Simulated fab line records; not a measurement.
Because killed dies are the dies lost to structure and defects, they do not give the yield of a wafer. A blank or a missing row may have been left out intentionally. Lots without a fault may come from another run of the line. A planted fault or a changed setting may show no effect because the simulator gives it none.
fab line records	flow n5Finfet
record: lots: 7	wafers: 19	lastDay: 19
route steps=1938 shown BEOL_M4@1071 PASSIVATION@1936
lots that met no fault: taken from a fault-free run of the same line
startH: hours from the record's first day to the start of the lot's first wafer shown	waitH: time in hours since the lot's previous step	" identical to the entry in the row above	L1.1+2: a single row standing in for several wafers	- either no value or no given start	* or withheld: withheld	< > ~ a bound
route shown NAME@n: a module of which the file shows steps, and the number in the route of the first	usual: mean and standard deviation over wafers with no fault	same: alike in all rows	chamber/n: place in a boat	sites: per-site readings	_std_site: how widely they spread, as a standard deviation	_edge_site: the outer-site mean with the inner-site mean subtracted	radiusMm: for every site, how far away it sits from the centre of the wafer	mask NAME#n: copy n	behind: the most recent tool/chamber to have shaped the wafer	hold: cause of the lot's hold/its duration in hours/its outcome	device: the n, p or np transistor that did not switch	end of line: at the end of the route, the tests of the same wafers	a step without rows: its recipe alone	killed: count of dies lost to structure and defects at first sort (not the wafer's yield)	map: per-die view of a wafer (x killed, . not killed, _ where there is no die)
set.NAME: the setting as run; set.NAME@STEP: as run at that earlier step	model.NAME: the simulator's own value behind a step, which no gauge read
lots at selected steps of the route; one table per step, one row per wafer
services: a tool's chamber out of use, with start hour (startH, from the record's first day; less than 0 if before it), hours out, and reason
== steps ==
step: N5_BEOL_M4_ETCH_41
recipe: chemistry: CH3F/O2	target: SiCN	targetDepthA: 299	taperDeg: 2	timeS: 52.5	ionEnergyEv: 120	maskMaterial: TiN	pressureMtorr: 30	sourceW: 395	biasW: 75	Ar_flow_sccm: 150	CH3F_flow_sccm: 30	O2_flow_sccm: 20
usual: drypumpMotorCurrentA: 5.8/0.46	oesProductAu: 0.82/0.084	rfVppV: 297.2/1.3	showerheadPlenumPTorr: 1.99/0.051	throttleValvePct: 16.20/0.27
lot.wafer	tool	chamber	startH	waitH	drypumpMotorCurrentA	oesProductAu	rfHoursCounterH	rfVppV	showerheadPlenumPTorr	throttleValvePct
L105.2	rieDiel-06	2	-	-	4.6	0.82	94	297.7	2.01	16.46
L105.5	"	1	"	"	5.3	0.71	-	295.4	1.89	16.35
L105.6	"	2	"	"	4.6	0.81	-	297.4	2.01	16.45
L106.1	rieDiel-05	2	-	-	6.1	0.96	10	298.6	2.05	15.97
L106.2	"	1	"	"	5.8	0.69	219	296.7	1.90	16.61
L106.4	"	0	"	"	5.7	0.71	233	296.8	1.98	16.48
L107.2	rieDiel-01	0	-	-	5.8	0.91	32	299.3	2.03	15.82
L107.4	"	1	"	"	6.0	0.80	89	297.6	2.01	16.02
L107.6	"	2	"	"	5.4	0.82	-	295.8	1.95	16.32
L108.1	rieDiel-05	2	-	-	6.1	0.94	15	298.5	2.05	15.97
L108.6	"	3	"	"	6.6	0.89	-	297.3	1.96	15.86
L110.1	rieDiel-01	2	-	-	5.4	0.81	68	295.8	1.95	16.34
L110.4	"	1	"	"	6.0	0.80	93	297.4	2.00	16.04
L121.2	rieDiel-05	0	-	-	5.7	0.93	13	297.6	1.97	16.15
L121.3	"	3	"	"	6.6	0.84	55	294.9	1.95	15.92
L121.4	"	1	"	"	5.8	1.01	1	300.1	2.14	16.20
L122.1	rieDiel-01	1	-	-	5.9	0.76	128	297.4	1.99	16.11
L122.2	"	2	"	"	5.4	0.79	102	295.9	1.93	16.40
L122.3	"	0	"	"	5.8	0.87	70	298.6	2.02	15.90
step: N5_BEOL_M4_STRIP_97
recipe: chemistry: N2/H2	timeS: 10	powerW: 450	tempC: 40	pressureMtorr: 20	rfFrequencyHz: 6e+07	biasPowerW: 7	n2FlowSccm: 200	h2FlowSccm: 200
usual: drypumpMotorCurrentA: 5.8/0.46	h2FlowSccm: 200.0/0.67	oesProductAu: 0.83/0.084	rfVppV: 59.2/0.82	showerheadPlenumPTorr: 2.53/0.061	tempC: 40.00/0.1	throttleValvePct: 23.5/0.37
lot.wafer	tool	chamber	startH	waitH	drypumpMotorCurrentA	h2FlowSccm	oesProductAu	rfHoursCounterH	rfVppV	showerheadPlenumPTorr	tempC	throttleValvePct
L105.2	rieDiel-06	2	-	-	4.6	201.1	0.81	94	59.8	2.56	39.91	23.9
L105.5	"	1	"	"	5.3	200.3	0.71	-	58.5	2.42	39.99	24.0
L105.6	"	2	"	"	4.6	199.8	0.81	-	57.8	2.56	40.01	23.9
L106.1	rieDiel-05	2	-	-	6.1	199.3	0.96	10	60.0	2.58	39.92	23.3
L106.2	"	1	"	"	5.8	199.9	0.68	219	60.1	2.40	40.00	23.8
L106.4	"	0	"	"	5.6	201.4	0.70	233	59.8	2.52	40.21	23.9
L107.2	rieDiel-01	0	-	-	5.8	199.6	0.91	32	60.6	2.59	39.96	23.0
L107.4	"	1	"	"	6.0	200.8	0.81	89	59.4	2.53	39.93	23.0
L107.6	"	2	"	"	5.5	201.5	0.83	-	58.0	2.50	39.98	24.1
L108.1	rieDiel-05	2	-	-	6.1	199.3	0.95	15	58.7	2.58	39.98	23.3
L108.6	"	3	"	"	6.6	199.6	0.88	-	58.6	2.49	40.08	23.3
L110.1	rieDiel-01	2	-	-	5.4	199.8	0.83	68	58.9	2.50	39.99	24.1
L110.4	"	1	"	"	6.0	199.6	0.80	93	61.8	2.53	40.08	23.1
L121.2	rieDiel-05	0	-	-	5.7	200.6	0.92	13	59.5	2.51	40.07	23.9
L121.3	"	3	"	"	6.6	200.6	0.83	55	59.9	2.48	39.93	23.3
L121.4	"	1	"	"	5.8	200.5	1.01	1	60.7	2.70	40.09	23.4
L122.1	rieDiel-01	1	-	-	6.0	199.4	0.77	128	58.4	2.52	40.04	23.1
L122.2	"	2	"	"	5.4	200.0	0.80	102	58.3	2.48	40.18	24.2
L122.3	"	0	"	"	5.8	200.4	0.86	70	58.0	2.57	39.92	23.1
step: N5_BEOL_M4_OCD_MEAS_38
usual: trenchDepthNm: 55.8/1.3
lot.wafer	tool	chamber	startH	waitH	trenchDepthNm
L105.2	ocd-02	-	194.26	-	55.4
L105.5	"	-	"	"	54.9
L105.6	"	-	"	"	56.0
L106.1	ocd-02	-	197.12	-	57.0
L106.2	"	-	"	"	55.2
L106.4	"	-	"	"	55.1
L107.2	ocd-01	-	212.52	-	56.1
L107.4	"	-	"	"	55.8
L107.6	"	-	"	"	53.8
L108.1	ocd-02	-	215.01	-	57.3
L108.6	"	-	"	"	57.3
L110.1	ocd-02	-	222.32	-	53.3
L110.4	"	-	"	"	56.2
L121.2	ocd-01	-	303.59	-	56.7
L121.3	"	-	"	"	55.7
L121.4	"	-	"	"	56.2
L122.1	ocd-01	-	327.52	-	55.4
L122.2	"	-	"	"	54.2
L122.3	"	-	"	"	56.6
step: N5_BEOL_M4_HM_STRIP_39
recipe: chemistry: peroxideTinStrip	material: TiN	targetDepthA: 250	tempC: 50	timeS: 158
step: N5_BEOL_M4_SRD_40
recipe: timeS: 30	tempC: 23	rinseLiquid: diw	dry: ipaMarangoni
step: N5_BEOL_M4_PRECLEAN_42
recipe: chemistry: residueRemover	timeS: 60	tempC: 40
step: N5_BEOL_M4_SRD_43
recipe: timeS: 30	tempC: 23	rinseLiquid: diw	dry: ipaMarangoni
step: N5_BEOL_M4_CD_MEAS_35
recipe: targetCdNm: 18	targetCdYNm: 22.4	polarity: opening
usual: cdNm: 18.1/0.37
lot.wafer	tool	chamber	startH	waitH	cdNm
L105.2	cdSem-01	-	194.42	0.0	18.3
L105.5	"	-	"	"	17.9
L105.6	"	-	"	"	18.1
L106.1	cdSem-02	-	197.27	0.0	18.5
L106.2	"	-	"	"	18.0
L106.4	"	-	"	"	18.7
L107.2	cdSem-01	-	212.67	0.0	17.6
L107.4	"	-	"	"	17.4
L107.6	"	-	"	"	17.8
L108.1	cdSem-02	-	215.17	0.0	18.5
L108.6	"	-	"	"	17.8
L110.1	cdSem-01	-	222.47	0.0	18.2
L110.4	"	-	"	"	18.2
L121.2	cdSem-01	-	303.74	0.0	18.3
L121.3	"	-	"	"	18.3
L121.4	"	-	"	"	18.3
L122.1	cdSem-01	-	327.67	0.0	18.2
L122.2	"	-	"	"	18.8
L122.3	"	-	"	"	17.7
step: N5_BEOL_M4_DEGAS_44
recipe: ambient: vacuum	tempC: 250	timeS: 60
usual: heaterPowerW: 341/28
lot.wafer	tool	chamber	startH	waitH	heaterPowerW
L105.2	pvdSputter-02	-	194.54	0.1	317
L105.5	"	-	"	"	320
L105.6	"	-	"	"	312
L106.1	pvdSputter-01	-	197.92	0.6	336
L106.2	"	-	"	"	290
L106.4	"	-	"	"	337
L107.2	pvdSputter-02	-	212.71	0.0	310
L107.4	"	-	"	"	335
L107.6	"	-	"	"	347
L108.1	pvdSputter-01	-	215.55	0.4	349
L108.6	"	-	"	"	327
L110.1	pvdSputter-03	-	222.51	0.0	370
L110.4	"	-	"	"	373
L121.2	pvdSputter-02	-	304.02	0.3	353
L121.3	"	-	"	"	316
L121.4	"	-	"	"	355
L122.1	pvdSputter-01	-	328.09	0.4	343
L122.2	"	-	"	"	384
L122.3	"	-	"	"	293
step: N5_BEOL_M4_PRE_CLEAN_45
recipe: gas: H2/He	timeS: 30	tempC: 250
step: N5_BEOL_M4_ALD_84
recipe: material: TaN	targetThkA: *	tempC: 275	aldPrecursorFamily: PDMAT	aldCoReactant: NH3	pressureTorr: 3	carrierFlowSccm: 1500	pulseTimeS: 2	purgeTimeS: 3	coReactantPurgeTimeS: 2	coReactantPulseTimeS: 3	aldCycles: 30	precursorVesselTempC: 75	precursorVesselPressureTorr: 26.25	precursorVesselCarrierSccm: 1000
usual: heaterPowerW: 435/42	precursorVesselCarrierSccm: 1000.2/2.9	precursorVesselPressureTorr: 26.25/0.052
lot.wafer	tool	chamber	startH	waitH	heaterPowerW	precursorVesselCarrierSccm	precursorVesselPressureTorr
L105.2	aldMetal-02	2	194.66	0.1	402	998.5	26.27
L105.5	"	0	"	"	426	999.6	26.27
L105.6	"	3	"	"	380	1004.8	26.29
L106.1	aldMetal-02	1	198.03	0.1	396	995.2	26.23
L106.2	"	2	"	"	396	1003.7	26.30
L106.4	"	0	"	"	425	999.7	26.27
L107.2	aldMetal-01	0	212.81	0.0	388	1002.3	26.24
L107.4	"	3	"	"	456	1001.9	26.25
L107.6	"	2	"	"	450	1001.8	26.16
L108.1	aldMetal-02	1	215.81	0.2	400	1003.6	26.26
L108.6	"	2	"	"	403	997.3	26.30
L110.1	aldMetal-01	1	222.62	0.0	493	1004.9	26.23
L110.4	"	2	"	"	447	1002.7	26.21
L121.2	aldMetal-01	1	304.12	0.0	500	998.2	26.15
L121.3	"	3	"	"	461	998.2	26.25
L121.4	"	0	"	"	385	1001.8	26.20
L122.1	aldMetal-02	2	328.31	0.2	394	1002.0	26.29
L122.2	"	1	"	"	395	1002.0	26.15
L122.3	"	3	"	"	374	998.2	26.19
step: N5_BEOL_M4_SURFACE_TREAT_85
recipe: gas: Ar	timeS: *	ionEnergyEv: *	ionCurrentMaCm2: 0.5	pressureMtorr: *	arFlowSccm: 30
usual: pressureMtorr: *	throttleValvePct: *
lot.wafer	tool	chamber	startH	waitH	pressureMtorr	throttleValvePct
L105.2	pvdSputter-01	-	195.10	0.3	*	*
L105.5	"	-	"	"	*	*
L105.6	"	-	"	"	*	*
L106.1	pvdSputter-02	-	198.58	0.4	*	*
L106.2	"	-	"	"	*	*
L106.4	"	-	"	"	*	*
L107.2	pvdSputter-03	-	213.04	0.1	*	*
L107.4	"	-	"	"	*	*
L107.6	"	-	"	"	*	*
L108.1	pvdSputter-02	-	216.04	0.1	*	*
L108.6	"	-	"	"	*	*
L110.1	pvdSputter-01	-	222.85	0.1	*	*
L110.4	"	-	"	"	*	*
L121.2	pvdSputter-03	-	304.35	0.1	*	*
L121.3	"	-	"	"	*	*
L121.4	"	-	"	"	*	*
L122.1	pvdSputter-01	-	328.55	0.1	*	*
L122.2	"	-	"	"	*	*
L122.3	"	-	"	"	*	*
step: N5_BEOL_M4_CVD_47
recipe: material: Co	targetThkA: 30	tempC: withheld	precursor: CCTBA/H2	pressureTorr: 30	timeS: 223.8
usual: runLengthS: 246.4/0.63
lot.wafer	tool	chamber	startH	waitH	runLengthS
L105.2	cvdCo-01	2	195.16	0.0	246.1
L105.5	"	0	"	"	247.0
L105.6	"	2	"	"	245.6
L106.1	cvdCo-01	0	198.70	0.1	246.8
L106.2	"	2	"	"	245.9
L106.4	"	1	"	"	246.1
L107.2	cvdCo-01	2	213.10	0.0	246.6
L107.4	"	0	"	"	200.0
L107.6	"	2	"	"	198.0
L108.1	cvdCo-01	2	216.12	0.1	245.7
L108.6	"	1	"	"	199.5
L110.1	cvdCo-01	1	222.91	0.0	246.9
L110.4	"	0	"	"	199.6
L121.2	cvdCo-02	2	304.64	0.3	247.0
L121.3	"	0	"	"	245.7
L121.4	"	2	"	"	247.0
L122.1	cvdCo-02	2	328.68	0.1	247.9
L122.2	"	1	"	"	246.3
L122.3	"	0	"	"	246.0
step: N5_BEOL_M4_SPUTTER_48
recipe: material: Cu	targetThkA: 45	tempC: -20	chamberPressurePa: 0.07	powerW: withheld	timeS: 8.29
step: N5_BEOL_M4_RC_MEAS_101
usual: DIBL_N: 36.3/1.7	DIBL_P: 36.5/2.1	IOFF_N: 0.16/0.03	IOFF_P: 0.22/0.035	ION_N: 675/11	ION_P: 465/7.1	SS_N: 71.5/0.62	SS_P: 73.3/0.64	VT_N: 250/3.1	VT_P: -249.1/3
lot.wafer	tool	chamber	startH	waitH	DIBL_N[mV/V]	DIBL_P[mV/V]	IOFF_N[nA/um]	IOFF_P[nA/um]	ION_N[uA/um]	ION_P[uA/um]	SS_N[mV/dec]	SS_P[mV/dec]	VT_N[mV]	VT_P[mV]
L105.2	prober-02	0	200.23	0.2	34.3	33.8	0.11	0.18	657	457	71.0	73.1	254	-256.1
L105.5	"	0	"	"	37.8	38.0	0.17	0.25	687	477	71.0	74.2	250	-249.9
L105.6	"	0	"	"	33.5	32.9	0.11	0.17	655	456	70.5	72.7	254	-253.8
L106.1	prober-02	0	201.74	0.0	36.5	34.6	0.15	0.21	683	466	72.1	72.5	251	-249.8
L106.2	"	0	"	"	36.5	35.3	0.15	0.21	673	467	72.0	73.9	250	-249.7
L106.4	"	0	"	"	37.1	35.7	0.17	0.24	672	469	72.1	73.0	248	-246.0
L107.2	prober-01	0	216.71	0.2	35.6	36.1	0.15	0.22	670	463	70.4	73.2	248	-249.2
L107.4	"	0	"	"	36.5	37.2	0.16	0.22	686	474	71.4	73.6	251	-247.3
L107.6	"	0	"	"	35.4	36.2	0.15	0.21	678	466	71.2	73.8	249	-248.2
L108.1	prober-02	0	219.13	0.0	38.4	39.2	0.19	0.30	676	466	72.4	74.7	247	-244.3
L108.6	"	0	"	"	36.1	35.7	0.14	0.21	673	471	71.5	73.1	251	-249.2
L110.1	prober-02	0	226.44	0.0	36.7	35.8	0.16	0.22	686	469	71.6	73.4	250	-249.1
L110.4	"	0	"	"	35.3	34.0	0.12	0.19	663	466	71.8	73.2	252	-247.7
L121.2	prober-02	0	312.40	0.2	39.3	40.9	0.22	0.28	703	484	71.4	74.7	248	-245.9
L121.3	"	0	"	"	37.3	38.2	0.18	0.23	686	465	71.7	73.7	246	-248.6
L121.4	"	0	"	"	38.5	39.9	0.20	0.27	678	466	71.7	73.9	250	-247.1
L122.1	prober-02	0	332.04	0.0	35.3	37.3	0.16	0.22	697	477	71.7	73.4	247	-247.2
L122.2	"	0	"	"	37.0	38.8	0.19	0.24	684	466	71.6	73.7	247	-247.8
L122.3	"	0	"	"	36.2	38.5	0.17	0.26	688	474	71.9	74.0	247	-246.5
step: N5_PASSIVATION_PROBE_49
usual: defectLimitedYield: 91.2/1.4	killed_at_M0_to_M3: 36/10	killed_at_M4_up: 13/5.1	killedAtContacts: 12/5.4	killedAtFrontEnd: 39/11	killedAtOther: 3.5/2.4	killedDies: 104/17	killedOpen: 67/13	killedShort: 36/8.3	sort_bin_5_function: 5.2/0.98	sort_bin_6_memory: 3.3/0.68	sortNPass: 1076/17	sortYieldPct: 91.2/1.4
same: grossDies: 1180	killedAtBackSide: 0	sort_bin_4_leakage[%]: 0	sort_bin_8_speed[%]: 0
lot.wafer	tool	chamber	startH	waitH	defectLimitedYield[%]	killed_at_M0_to_M3	killed_at_M4_up	killedAtContacts	killedAtFrontEnd	killedAtOther	killedDies	killedOpen	killedShort	sort_bin_5_function[%]	sort_bin_6_memory[%]	sortNPass	sortYieldPct[%]
L105.2	prober-01	-	283.74	0.1	90.2	36	8	14	54	4	116	69	47	5.9	3.6	1064	90.2
L105.5	prober-01	-	283.89	0.2	91.6	38	14	5	40	2	99	59	38	4.9	3.2	1081	91.6
L105.6	prober-01	-	283.94	0.3	90.3	45	31	6	25	7	114	82	32	5.6	3.6	1066	90.3
L106.1	prober-01	-	287.62	0.0	90.3	35	12	15	49	3	114	70	44	5.2	4.2	1066	90.3
L106.2	prober-01	-	287.67	0.1	92.4	27	15	3	42	3	90	68	22	4.4	3.2	1090	92.4
L106.4	prober-01	-	287.77	0.2	88.1	28	20	17	74	2	141	103	38	6.4	5.3	1039	88.1
L107.2	prober-01	-	303.77	0.1	87.5	49	21	17	60	0	147	100	46	7.4	4.7	1033	87.5
L107.4	prober-01	-	303.87	0.2	89.5	42	11	11	57	3	124	80	44	7.2	3.1	1056	89.5
L107.6	prober-01	-	303.97	0.3	88.3	60	10	14	45	9	138	85	52	7.6	3.6	1042	88.3
L108.1	prober-01	-	305.21	0.0	90.3	28	19	20	45	2	114	77	37	5.3	4.1	1066	90.3
L108.6	prober-01	-	305.46	0.3	90.8	25	13	7	54	10	109	54	55	5.9	2.8	1071	90.8
L110.4	prober-01	-	319.75	0.2	90.2	42	17	15	39	3	116	72	44	6.5	3.1	1064	90.2
L121.2	prober-02	-	438.71	0.1	91.4	29	10	13	45	4	101	53	48	4.7	3.1	1079	91.4
L121.3	prober-02	-	438.76	0.1	89.4	37	11	17	53	7	125	68	56	6.3	3.8	1055	89.4
L121.4	prober-02	-	438.81	0.2	91.3	32	15	15	38	3	103	71	29	4.7	3.8	1077	91.3
L122.1	prober-01	-	458.31	0.0	90.8	37	10	8	49	5	109	75	34	5.1	3.8	1071	90.8
L122.2	prober-01	-	458.36	0.1	91.8	42	5	12	34	4	97	69	28	5.5	2.4	1083	91.8
L122.3	prober-01	-	458.41	0.1	89.9	36	19	24	34	6	119	83	35	6.7	3.3	1061	89.9
killed by level:class
L105.2 FIN_SAQP:geometricParticle:short=20 STI_FIN_REVEAL:geometricParticle:open=12 BEOL_M0_SAQP:geometricParticle:open=12 MOL_CONTACT_COAG:geometricParticle:open=10 BEOL_M0_SAQP:geometricParticle:short=10 FIN_SAQP:geometricParticle:open=9 MOL_CONTACT_COAG:geometricParticle:short=4 DUMMY_GATE:geometricParticle:open=4
L105.5 FIN_SAQP:geometricParticle:short=14 BEOL_M0_SAQP:geometricParticle:open=12 STI_FIN_REVEAL:geometricParticle:open=10 BEOL_M0_SAQP:geometricParticle:short=10 BEOL_M4:geometricParticle:open=8 BEOL_M1:geometricParticle:open=5 BEOL_M3:geometricParticle:open=5 FIN_SAQP:geometricParticle:open=3
L105.6 BEOL_M4:geometricParticle:open=18 BEOL_M0_SAQP:geometricParticle:open=13 STI_FIN_REVEAL:geometricParticle:open=8 BEOL_M0_SAQP:geometricParticle:short=8 BEOL_M1:geometricParticle:open=8 BEOL_M0:geometricParticle:open=7 FIN_SAQP:geometricParticle:short=5 MOL_CONTACT_COAG:geometricParticle:open=5
L106.1 STI_FIN_REVEAL:geometricParticle:open=15 BEOL_M0_SAQP:geometricParticle:short=11 MOL_CONTACT_COAG:geometricParticle:open=10 FIN_SAQP:geometricParticle:short=8 FIN_SAQP:geometricParticle:open=7 DUMMY_GATE:geometricParticle:open=7 BEOL_M4:geometricParticle:open=6 MOL_CONTACT_COAG:geometricParticle:short=5
L106.2 STI_FIN_REVEAL:geometricParticle:open=27 BEOL_M0_SAQP:geometricParticle:open=9 BEOL_M4:geometricParticle:open=8 BEOL_M0_SAQP:geometricParticle:short=7 STI_FIN_REVEAL:geometricParticle:short=6 BEOL_M1:geometricParticle:open=6 BEOL_M3:geometricParticle:open=4 MOL_CONTACT_COAG:geometricParticle:open=3
L106.4 STI_FIN_REVEAL:geometricParticle:open=32 MOL_CONTACT_COAG:geometricParticle:open=16 FIN_SAQP:geometricParticle:short=10 BEOL_M0_SAQP:geometricParticle:open=10 FIN_SAQP:geometricParticle:open=6 BEOL_M2:geometricParticle:open=6 DUMMY_GATE:geometricParticle:open=5 GATE_CUT:geometricParticle:short=5
L107.2 BEOL_M0_SAQP:geometricParticle:open=21 FIN_SAQP:geometricParticle:open=15 STI_FIN_REVEAL:geometricParticle:open=15 MOL_CONTACT_COAG:geometricParticle:open=15 BEOL_M0_SAQP:geometricParticle:short=13 FIN_SAQP:geometricParticle:short=11 BEOL_M4:geometricParticle:open=10 BEOL_M2:geometricParticle:open=6
L107.4 FIN_SAQP:geometricParticle:open=14 BEOL_M0_SAQP:geometricParticle:short=13 STI_FIN_REVEAL:geometricParticle:open=11 FIN_SAQP:geometricParticle:short=10 DUMMY_GATE:geometricParticle:open=7 BEOL_M2:geometricParticle:open=7 MOL_CONTACT_COAG:geometricParticle:open=7 BEOL_M3:geometricParticle:open=6
L107.6 BEOL_M0_SAQP:geometricParticle:short=18 BEOL_M3:geometricParticle:open=12 FIN_SAQP:geometricParticle:short=11 BEOL_M0_SAQP:geometricParticle:open=11 MOL_CONTACT_COAG:geometricParticle:open=10 FIN_SAQP:geometricParticle:open=8 BEOL_M1:geometricParticle:open=7 STI_FIN_REVEAL:geometricParticle:open=5
L108.1 MOL_CONTACT_COAG:geometricParticle:open=19 FIN_SAQP:geometricParticle:short=18 FIN_SAQP:geometricParticle:open=12 BEOL_M3:geometricParticle:open=12 BEOL_M4:geometricParticle:open=7 BEOL_M0_SAQP:geometricParticle:open=4 BEOL_M0_SAQP:geometricParticle:short=4 BEOL_M5:geometricParticle:open=4
L108.6 FIN_SAQP:geometricParticle:short=18 FIN_SAQP:geometricParticle:open=16 BEOL_M0_SAQP:geometricParticle:short=10 PASS1_CAP:geometricParticle:short=5 MOL_CONTACT_COAG:geometricParticle:open=5 BEOL_M0_SAQP:geometricParticle:open=5 BEOL_M4:geometricParticle:short=4 DUMMY_GATE:geometricParticle:short=3
L110.4 FIN_SAQP:geometricParticle:short=16 BEOL_M0_SAQP:geometricParticle:open=16 BEOL_M0_SAQP:geometricParticle:short=12 MOL_CONTACT_COAG:geometricParticle:open=11 FIN_SAQP:geometricParticle:open=8 BEOL_M4:geometricParticle:open=8 STI_FIN_REVEAL:geometricParticle:open=7 BEOL_M3:geometricParticle:open=7
L121.2 STI_FIN_REVEAL:geometricParticle:open=10 MOL_CONTACT_COAG:geometricParticle:open=9 GATE_CUT:geometricParticle:short=8 BEOL_M0_SAQP:geometricParticle:short=7 BEOL_M1:geometricParticle:open=6 FIN_SAQP:geometricParticle:open=5 STI_FIN_REVEAL:geometricParticle:short=5 BEOL_M1:geometricParticle:short=5
L121.3 BEOL_M0_SAQP:geometricParticle:short=15 STI_FIN_REVEAL:geometricParticle:open=14 MOL_CONTACT_COAG:geometricParticle:open=13 BEOL_M0_SAQP:geometricParticle:open=10 FIN_SAQP:geometricParticle:short=9 GATE_CUT:geometricParticle:short=9 BEOL_M3:geometricParticle:open=7 FIN_SAQP:geometricParticle:open=6
L121.4 FIN_SAQP:geometricParticle:open=12 STI_FIN_REVEAL:geometricParticle:open=10 MOL_CONTACT_COAG:geometricParticle:open=10 BEOL_M2:geometricParticle:open=6 FIN_SAQP:geometricParticle:short=5 MOL_CONTACT_COAG:geometricParticle:short=5 BEOL_M0_SAQP:geometricParticle:short=5 BEOL_M3:geometricParticle:open=5
L122.1 BEOL_M0_SAQP:geometricParticle:open=15 FIN_SAQP:geometricParticle:short=13 BEOL_M2:geometricParticle:open=10 DUMMY_GATE:geometricParticle:open=7 FIN_SAQP:geometricParticle:open=6 MOL_CONTACT_COAG:geometricParticle:open=6 STI_FIN_REVEAL:geometricParticle:open=5 BEOL_M0_SAQP:geometricParticle:short=5
L122.2 STI_FIN_REVEAL:geometricParticle:open=12 BEOL_M2:geometricParticle:open=12 BEOL_M0_SAQP:geometricParticle:short=9 BEOL_M0_SAQP:geometricParticle:open=8 BEOL_M3:geometricParticle:open=8 MOL_CONTACT_COAG:geometricParticle:open=7 DUMMY_GATE:geometricParticle:open=6 MOL_CONTACT_COAG:geometricParticle:short=5
L122.3 MOL_CONTACT_COAG:geometricParticle:open=23 BEOL_M2:geometricParticle:open=12 BEOL_M4:geometricParticle:open=8 STI_FIN_REVEAL:geometricParticle:open=6 BEOL_M0_SAQP:geometricParticle:short=6 BEOL_M0_SAQP:geometricParticle:open=5 FIN_SAQP:geometricParticle:open=4 FIN_SAQP:geometricParticle:short=4
== services ==
tool	chamber	startH	hours	kind
cvdCo-02	-	173.97	5.8	repair
cvdCo-02	-	222.66	6.0	pm
cvdCo-02	-	235.32	13.1	repair
rieDiel-05	0	243.82	-	clean
rieDiel-05	0	243.82	-	consumableReplace:focusRing
rieDiel-05	0	243.82	17.7	scheduledDown
rieDiel-05	0	243.82	17.7	ventCycle
aldMetal-02	2	250.60	24.5	repair
aldMetal-01	2	253.05	-	calibration
cvdCo-01	-	254.04	0.8	repair
rieDiel-05	3	276.08	2.3	repair
rieDiel-05	1	281.57	-	clean
rieDiel-05	1	281.57	-	consumableReplace:focusRing
rieDiel-05	1	281.57	-	consumableReplace:showerhead
rieDiel-05	1	281.57	18.5	scheduledDown
rieDiel-05	1	281.57	18.5	ventCycle
rieDiel-06	3	293.23	2.9	repair
rieDiel-06	2	303.16	1.3	repair
pvdSputter-01	-	303.96	11.5	repair
cvdCo-01	-	311.86	0.6	repair
rieDiel-01	2	315.19	3.4	repair
rieDiel-01	0	316.28	5.0	repair
aldMetal-01	2	317.12	24.1	repair
cvdCo-01	1	320.34	22.7	repair
== key ==
firstSign: step: N5_BEOL_M4_CVD_47	reading: runLengthS	direction: down	sigmas: 75	usual: *	struck: *
effect none on later readings
metAt N5_BEOL_M4_CVD_47
struckWafers L107.4,L107.6,L108.6,L110.4
onsetBetween 198.70 213.10
fault: kind: processParameterDrift	tool: cvdCo-01	chamber: -	onsetH: 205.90	steps: N5_BEOL_M4_CVD_47	channel: timeS	offset: *	shape: step	endH: 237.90	scope: struckWafersOnly	actsIn: *	stated: *
